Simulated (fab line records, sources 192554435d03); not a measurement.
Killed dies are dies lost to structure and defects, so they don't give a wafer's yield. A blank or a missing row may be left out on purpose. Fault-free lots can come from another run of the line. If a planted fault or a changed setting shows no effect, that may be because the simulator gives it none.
Comparing a struck lot with a sound one :: flow n5Finfet :: 15 steps out of a route of 1938
Sound: these wafers, L258.1, L258.2, L258.6. Struck: wafer L264.1; the same lot's L264.5 was not struck, so it is left out; see the end for the cause.
Per side, at each step with rows, come the tool, then ch with its chambers, and then its first start. Under that, the readings that differ: sound wafers :: struck wafers :: difference of the means :: sigmas: that difference in standard deviations of wafers without a fault.
alike: readings whose means differ by less than 2 such deviations, and words and numbers that are the same on both sides. not compared: withheld readings, readings that some wafer has no value for, bounds like >300 that may hide the same value, and numbers for which the record gives no deviation and whose values overlap.
Wherever a step has rows on one side only, a row that says differs or no value, or a row with sigmas, the two part there. Numbers that don't overlap but have no deviation are shown without sigmas and don't part them. A reading that every wafer of one side lacks parts them only if that side has two wafers or more.

N5_FIN_SAQP_HM_OPEN_73: chemistry CHF3/O2, target SiO2, stops on a-Si, target depth 12 nm, time 16.8 s.
  sound on rieDiel-03 ch 1,2,3, day 3 05:25; struck on rieDiel-06 ch 1, day 4 16:43
  alike: biasW, drypumpMotorCurrentA, oesProductAu, rfVppV, showerheadPlenumPTorr, throttleValvePct
  not compared: rfHoursCounterH
then, 1 step without rows for these wafers: N5_FIN_SAQP_STRIP_74 (strips in CHF3/O2).
N5_FIN_SAQP_MANDREL_ETCH_22: etches a-Si in HBr/Cl2, stops on SiNx, target depth 60 nm, bt time 10 s, time 30 s.
  sound on rieSi-03 ch 0,1,3, day 3 05:29; struck on rieSi-03 ch 1, day 4 16:48
  alike: biasW, drypumpMotorCurrentA, mfcCl2Sccm, oesProductAu, throttleValvePct
  not compared: rfHoursCounterH
then, 3 steps without rows for these wafers: N5_FIN_SAQP_STRIP_55 (strips in N2/H2); N5_FIN_SAQP_STRIP_23 (strips in SPM, time 750 s); N5_FIN_SAQP_SRD_66 (time 30 s).
N5_FIN_SAQP_RECESS_75: chemistry HF/NH3, target SiO2, target depth 14.4 nm, afs cycles 3, sublimation time 60 s.
  sound on vaporEtch-01 ch 0,1, day 3 06:02; struck on vaporEtch-01 ch 1, day 4 17:26
  alike: drypumpMotorCurrentA, sublimationTempC
then, 3 steps without rows for these wafers: N5_FIN_SAQP_SPACER1_ALD_24 (deposits SiO2, target thk 20.3 nm, pulse time 1 s, purge time 2 s); N5_FIN_SAQP_SPACER1_ETCHBACK_25 (etches SiO2 in CHF3/O2, target depth 24.4 nm, time 12.2 s); N5_FIN_SAQP_MANDREL1_REMOVE_56 (chemistry HBr/Cl2/O2, target a-Si, stops on SiNx, bt time 10 s).
N5_FIN_SAQP_CD_MEAS_27: target cd 20 nm.
  sound on cdSem-02 ch 0, day 3 07:20; struck on cdSem-02 ch 0, day 4 18:44
  alike: cdNm
N5_FIN_SAQP_ETCH_57: etches SiNx in CH3F/O2, target depth 32.5 nm, time 46.4 s.
  sound on rieDiel-03 ch 0,2,3, day 3 07:23; struck on rieDiel-06 ch 2, day 4 18:47
  alike: biasW, drypumpMotorCurrentA, etchRfOnTimeS, oesProductAu, rfVppV, showerheadPlenumPTorr, throttleValvePct
  not compared: rfHoursCounterH
N5_FIN_SAQP_ETCH_65: etches SiO2 in CF4, target depth 4 nm, time 4.4 s.
  sound on rieSi-04 ch 0,3, day 3 07:29; struck on rieSi-04 ch 3, day 4 18:53
reading: oesProductAu (a.u.)
sound: 1.013 0.974 0.981
struck: 1.326
difference: +0.337
sigmas: +15

reading: throttleValvePct (%)
sound: 22.3 21.4 21.5
struck: 22.4
difference: +0.7
sigmas: +2

reading: model.etch.depthNm (nm)
sound: 3.987 3.864 3.887
struck: 6.033
difference: +2.120
sigmas: 
  alike: biasW, drypumpMotorCurrentA
  not compared: rfHoursCounterH
N5_FIN_SAQP_MANDREL_ETCH_58: etches a-Si in HBr/Cl2, stops on SiNx, target depth 45 nm, bt time 10 s, time 27 s.
  sound on rieSi-04 ch 0,3, day 3 07:32; struck on rieSi-04 ch 3, day 4 18:56
  alike: biasW, drypumpMotorCurrentA, mfcCl2Sccm, oesProductAu, throttleValvePct
  not compared: rfHoursCounterH
then, 1 step without rows for these wafers: N5_PASSIVATION_PROBE_49.

WHERE THEY PART
N5_FIN_SAQP_ETCH_65 only, going by this record. Later steps at which nothing parts them and some readings are alike: N5_FIN_SAQP_MANDREL_ETCH_58.

WHY: whatever the simulator had introduced
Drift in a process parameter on rieSi-04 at N5_FIN_SAQP_ETCH_65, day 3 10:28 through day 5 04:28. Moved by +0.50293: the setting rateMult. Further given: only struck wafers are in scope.
